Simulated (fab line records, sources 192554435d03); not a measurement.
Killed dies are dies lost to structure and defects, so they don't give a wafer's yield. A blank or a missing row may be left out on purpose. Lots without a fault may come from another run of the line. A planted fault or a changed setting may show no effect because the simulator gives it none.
fab line records | flow n5_finfet | part 2 of 2: steps 23 to 32 of 32
record lots=5 wafers=15 last_day=19
route steps=1938 shown BEOL_M0_SAQP@675 BEOL_M0_CUTY@701
lots that met no fault: from a run of the same line without faults
start_h: hours from the record's first day to the start of the lot's first wafer shown | wait_h: hours since the lot's step before | " the same as in the row above | L1.1+2: a row that stands for several wafers | - no value, or no start given | * or withheld: withheld | < > ~ a bound
route shown NAME@n: a module of which the file shows steps, and the number in the route of the first | usual: mean/standard deviation of fault-free wafers | same: alike in all rows | chamber/n: place in a boat | sites: the reading at each site | _std_site: their standard deviation | _edge_site: outer sites' mean less inner sites' | radius_mm: how far each site lies from the wafer's centre | mask NAME#n: copy n | behind: the tool/chamber that last shaped the wafer | hold: why the lot was held/for how many hours/how that ended | device: the transistor (n, p or np) that didn't switch | end of line: the same wafers' tests at the end of the route | a step without rows: its recipe alone | killed: dies lost to structure and defects at the first sort, not the wafer's yield | map: a wafer's dies, x killed, . not, _ none there
set.NAME: the setting as run; set.NAME@STEP: as run at that earlier step | model.NAME: the simulator's own value behind a step, which no gauge read
lots at some steps of the route; a table a step, a row a wafer
services: from which hour (start_h, from the record's first day; less than 0 if before it) a tool's chamber was out of use, for how many hours, and why
## steps
# step N5_BEOL_M0_SAQP_STRIP_89
# recipe chemistry=N2/H2 temp_c=40 n2_flow_sccm=200 h2_flow_sccm=200 rf_frequency_hz=6e+07
# columns lot.wafer tool chamber start_h wait_h
L086.2+3+6 rie_diel-05 2,0,0 200.04 0.0
L089.2+3+5 rie_diel-04 0,2,0 203.99 0.0
L095.1+4+5 rie_diel-05 2,1,2 242.53 0.0
L096.1+2+5 rie_diel-06 1,2,2 252.02 0.0
L097.1+2+6 rie_diel-06 1,0,2 256.32 0.0
# step N5_BEOL_M0_SAQP_ALD_48
# recipe material=SiO2 target_thk_a=200 temp_c=100 ald_precursor_family=BDEAS ald_co_reactant=O2-plasma pulse_time_s=1 co_reactant_pulse_time_s=1 purge_time_s=2 co_reactant_purge_time_s=2 ald_cycles=139 pressure_torr=2
# usual chamber_pressure_Torr=2.000/0.0042 heater_power_w=76/5.9 precursor_pulse_height_rel=0.999/0.023
# columns lot.wafer tool chamber start_h wait_h chamber_pressure_Torr heater_power_w precursor_pulse_height_rel
L086.2 ald_sin-03 1 200.07 0.0 1.993 77 1.005
L086.3 " 3 " " 2.001 71 0.938
L086.6 " 3 " " 2.000 68 1.033
L089.2 ald_sin-02 1 204.15 0.2 2.000 68 0.997
L089.3 " 0 " " 2.006 76 1.005
L089.5 " 0 " " 2.002 75 1.021
L095.1 ald_sin-03 3 242.57 0.0 2.001 69 1.032
L095.4 " 0 " " 2.004 83 1.021
L095.5 " 0 " " 2.007 79 0.971
L096.1 ald_sin-04 2 252.06 0.0 2.000 72 1.020
L096.2 " 3 " " 1.997 85 0.957
L096.5 " 2 " " 2.007 72 1.021
L097.1 ald_sin-04 3 256.36 0.0 1.998 81 1.001
L097.2 " 0 " " 2.003 75 0.995
L097.6 " 2 " " 2.001 71 0.956
# step N5_BEOL_M0_SAQP_ETCH_49
# recipe chemistry=CF4/O2 target_depth_a=370 target=SiO2 pressure_mtorr=40 source_w=535 bias_w=49 Ar_flow_sccm=100 cf4_flow_sccm=100 O2_flow_sccm=10 ion_energy_ev=100
# usual drypump_motor_current_A=6.0/0.36 oes_product_au=0.78/0.079 rf_vpp_V=242.0/2.8 showerhead_plenum_p_Torr=2.21/0.073 throttle_valve_pct=15.93/0.22
# columns lot.wafer tool chamber start_h wait_h drypump_motor_current_A oes_product_au rf_hours_counter_h rf_vpp_V showerhead_plenum_p_Torr throttle_valve_pct
L086.2 rie_diel-06 1 200.84 0.5 6.2 0.89 26 240.5 2.24 15.97
L086.3 " 0 " " 6.1 0.77 151 246.2 2.20 16.04
L086.6 " 1 " " 6.2 0.89 - 241.0 2.24 15.97
L089.2 rie_diel-06 0 204.73 0.3 6.1 0.76 152 246.0 2.20 16.04
L089.3 " 3 " " 6.2 0.76 142 240.2 2.21 16.05
L089.5 " 3 " " 6.3 0.77 - 242.4 2.21 16.03
L095.1 rie_diel-05 2 243.09 0.3 5.1 0.80 115 241.6 2.22 16.00
L095.4 " 3 " " 5.8 0.94 10 240.8 2.34 15.44
L095.5 " 2 " " 5.1 0.80 - 241.9 2.22 15.99
L096.1 rie_diel-06 2 252.58 0.3 6.2 0.68 238 244.1 2.26 16.22
L096.2 " 3 " " 6.2 0.76 156 240.9 2.21 16.09
L096.5 " 0 " " 6.1 0.75 - 245.6 2.20 16.07
L097.1 rie_diel-06 2 256.88 0.3 6.2 0.67 240 245.6 2.26 16.21
L097.2 " 3 " " 6.2 0.75 158 241.5 2.21 16.08
L097.6 " 1 " " 6.2 0.86 - 241.5 2.24 16.01
# step N5_BEOL_M0_SAQP_STRIP_75
# recipe chemistry=CF4 resist=SiARC power_w=300 bias_power_w=75 pressure_mtorr=50 cf4_flow_sccm=150 rf_frequency_hz=6e+07
# usual drypump_motor_current_A=6.0/0.36 oes_product_au=0.181/0.017 rf_vpp_V=271.1/1.6 showerhead_plenum_p_Torr=1.80/0.058 throttle_valve_pct=13.67/0.22
# columns lot.wafer tool chamber start_h wait_h drypump_motor_current_A oes_product_au rf_hours_counter_h rf_vpp_V showerhead_plenum_p_Torr throttle_valve_pct
L086.2 rie_diel-06 1 200.94 0.1 6.2 0.209 26 271.6 1.83 13.64
L086.3 " 0 " " 6.1 0.172 151 271.6 1.80 13.80
L086.6 " 1 " " 6.2 0.201 - 269.4 1.83 13.66
L089.2 rie_diel-06 0 204.83 0.1 6.1 0.179 152 269.6 1.80 13.79
L089.3 " 3 " " 6.2 0.182 142 271.3 1.79 13.77
L089.5 " 3 " " 6.2 0.181 - 270.4 1.79 13.76
L095.1 rie_diel-05 2 243.19 0.1 5.1 0.188 115 271.1 1.81 13.73
L095.4 " 3 " " 5.7 0.216 10 275.0 1.90 13.16
L095.5 " 2 " " 5.1 0.188 - 270.3 1.81 13.73
L096.1 rie_diel-06 2 252.68 0.1 6.2 0.155 238 271.7 1.84 13.98
L096.2 " 3 " " 6.3 0.180 156 270.6 1.79 13.79
L096.5 " 0 " " 6.1 0.169 - 270.1 1.79 13.83
L097.1 rie_diel-06 2 256.98 0.1 6.2 0.157 240 272.1 1.84 13.98
L097.2 " 3 " " 6.2 0.176 158 271.9 1.79 13.80
L097.6 " 1 " " 6.2 0.199 - 272.4 1.83 13.68
# step N5_BEOL_M0_CUTY_COAT_50
# recipe resist=SiARC temp_c=220 time_s=60 spin_rpm=1500 resist_thk_nm=15
# columns lot.wafer tool chamber start_h wait_h
L086.2+3+6 litho_track-03 0 200.98 0.0
L089.2+3+5 litho_track-01 0 204.88 0.0
L095.1+4+5 litho_track-03 0 243.24 0.0
L096.1+2+5 litho_track-03 0 252.72 0.0
L097.1+2+6 litho_track-03 0 257.03 0.0
# step N5_BEOL_M0_CUTY_COAT_51
# recipe resist=CAR-ArF-block spin_rpm=1500 resist_thk_nm=150
# columns lot.wafer tool chamber start_h wait_h
L086.2+3+6 litho_track-03 0 - -
L089.2+3+5 litho_track-01 0 - -
L095.1+4+5 litho_track-03 0 - -
L096.1+2+5 litho_track-03 0 - -
L097.1+2+6 litho_track-03 0 - -
# step N5_BEOL_M0_CUTY_EBR_52
# recipe solvent=PGMEA ebr_width_mm=1.5
# columns lot.wafer tool chamber start_h wait_h
L086.2+3+6 litho_track-03 0 - -
L089.2+3+5 litho_track-01 0 - -
L095.1+4+5 litho_track-03 0 - -
L096.1+2+5 litho_track-03 0 - -
L097.1+2+6 litho_track-03 0 - -
# step N5_BEOL_M0_CUTY_SOFTBAKE_53
# recipe temp_c=110 time_s=60 resist=CAR-ArF-block
# columns lot.wafer tool chamber start_h wait_h
L086.2+3+6 litho_track-03 0 - -
L089.2+3+5 litho_track-01 0 - -
L095.1+4+5 litho_track-03 0 - -
L096.1+2+5 litho_track-03 0 - -
L097.1+2+6 litho_track-03 0 - -
# step N5_BEOL_M0_CUTY_EXPOSE_54
# recipe mask_id=M0_ABLK na=1.35 source_shape=conventional sigma_outer=0.8 polarization=unpolarized dose_mj=36
# usual reticle_temp_C=22.99/0.1
# columns lot.wafer tool chamber start_h wait_h mask reticle_temp_C
L086.2 arfi_scanner-02 0 201.21 - M0_ABLK#0 22.82
L086.3 " 0 " " M0_ABLK#0 23.08
L086.6 " 0 " " M0_ABLK#0 22.85
L089.2 arfi_scanner-01 0 205.11 - M0_ABLK#0 23.05
L089.3 " 0 " " M0_ABLK#0 23.11
L089.5 " 0 " " M0_ABLK#0 23.00
L095.1 arfi_scanner-03 0 243.46 - M0_ABLK#0 23.09
L095.4 " 0 " " M0_ABLK#0 23.00
L095.5 " 0 " " M0_ABLK#0 23.04
L096.1 arfi_scanner-02 0 252.95 - M0_ABLK#0 23.00
L096.2 " 0 " " M0_ABLK#0 23.01
L096.5 " 0 " " M0_ABLK#0 23.09
L097.1 arfi_scanner-03 0 257.25 - M0_ABLK#0 22.96
L097.2 " 0 " " M0_ABLK#0 22.85
L097.6 " 0 " " M0_ABLK#0 22.95
# step N5_BEOL_M0_CUTY_PEB_55
# recipe peb_temp_c=110 peb_time_s=60 resist=CAR-ArF-block
# columns lot.wafer tool chamber start_h wait_h
L086.2+3+6 litho_track-03 0 201.26 0.0
L089.2+3+5 litho_track-01 0 205.16 0.0
L095.1+4+5 litho_track-03 0 243.52 0.1
L096.1+2+5 litho_track-03 0 253.01 0.1
L097.1+2+6 litho_track-05 0 257.31 0.1
## services
# columns tool chamber start_h hours kind
rie_diel-04 3 179.15 9.9 repair
arfi_scanner-02 - 183.00 1.0 pm
euv_scanner-01 - 185.63 1.2 repair
litho_track-02 - 192.31 - consumable_replace:filter
euv_scanner-02 - 193.22 1.0 pm
arfi_scanner-01 - 196.94 1.0 pm
arfi_scanner-02 - 198.34 1.3 pm
arfi_scanner-03 - 199.05 1.3 pm
euv_scanner-01 - 201.97 1.0 pm
ald_sin-04 - 203.31 6.1 pm
rie_si-04 2 207.10 6.8 repair
arfi_scanner-02 - 214.09 0.8 pm
rie_si-02 - 219.41 2.8 pm
arfi_scanner-01 - 223.26 0.3 repair
vapor_etch-01 - 223.33 2.8 pm
euv_scanner-02 - 226.00 4.6 pm
arfi_scanner-01 - 229.08 1.0 pm
rie_si-02 1 229.58 8.4 repair
rie_diel-04 1 246.57 21.8 repair
arfi_scanner-03 - 248.52 0.8 pm
euv_scanner-02 - 249.37 1.0 pm
arfi_scanner-01 - 249.64 1.3 pm
ald_sin-02 2 252.88 3.8 repair
arfi_scanner-02 - 257.03 0.8 pm
